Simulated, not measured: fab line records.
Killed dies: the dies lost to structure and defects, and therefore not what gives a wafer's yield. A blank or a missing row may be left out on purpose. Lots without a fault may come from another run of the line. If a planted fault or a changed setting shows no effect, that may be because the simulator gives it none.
Chamber matching + flow n5_finfet + N5_BEOL_M14_CMP_49 on cmp-02 has 4 sister chambers
The step polishes, stops on SiO2, t overpolish 5.2 s, target thk 560 nm. 7 wafers are shown with their chamber, then 7 later ones without.

## EACH WAFER AND ITS CHAMBER
| wafer  | chamber | overpolish_run_s (s) | barrier_field_endpoint_s (s) |
|--------|---------|----------------------|------------------------------|
| L078.5 | 3       | 5.210                | 10.7                         |
| L080.3 | 3       | 5.204                | 11.0                         |
| L083.1 | 0       | 5.210                | 11.3                         |
| L083.3 | 1       | 5.174                | 11.2                         |
| L083.4 | 2       | 5.196                | 11.1                         |
| L089.2 | 2       | 5.203                | 11.0                         |
| L089.3 | 0       | 5.202                | 11.5                         |

## WAFERS MISSING THEIR CHAMBER
| wafer  | overpolish_run_s (s) | barrier_field_endpoint_s (s) |
|--------|----------------------|------------------------------|
| L089.4 | 5.208                | 11.3                         |
| L087.1 | 5.193                | 11.3                         |
| L087.3 | 5.203                | 11.6                         |
| L087.5 | 5.200                | 11.6                         |
| L093.1 | 5.202                | 11.2                         |
| L093.4 | 5.210                | 11.7                         |
| L093.5 | 5.213                | 11.0                         |

## WHICH CHAMBER EACH WENT THROUGH
| wafer  | from the rows above               | in truth                   |
|--------|-----------------------------------|----------------------------|
| L089.4 | can't be placed: 0 or 2           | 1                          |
| L087.1 | can't be placed: 2 or 0 or 1 or 3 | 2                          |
| L087.3 | 0                                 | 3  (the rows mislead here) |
| L087.5 | can't be placed: 0 or 2           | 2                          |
| L093.1 | can't be placed: 2 or 0 or 3      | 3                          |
| L093.4 | 0                                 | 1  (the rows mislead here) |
| L093.5 | can't be placed: 3 or 2 or 0      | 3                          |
Correctly placed: 0 of 7. Unplaceable from these rows: 5, with the true chamber sitting among the candidates in 4. Placed wrongly: 2.
How it was worked out, from the rows above alone: a wafer's distance from a chamber is the root of the sum, over the readings, of the square of ((its reading less the chamber's mean) divided by the reading's scatter). If the next closest chamber is less than 2 further off than the closest, the wafer can't be placed; otherwise it belongs to the closest. For every chamber, the mean is computed from those of its wafers that are shown. How the scatter is found: for the shown wafers, subtract from each reading the mean of its chamber, square and add these, divide the total by (wafers less chambers), then take the root.
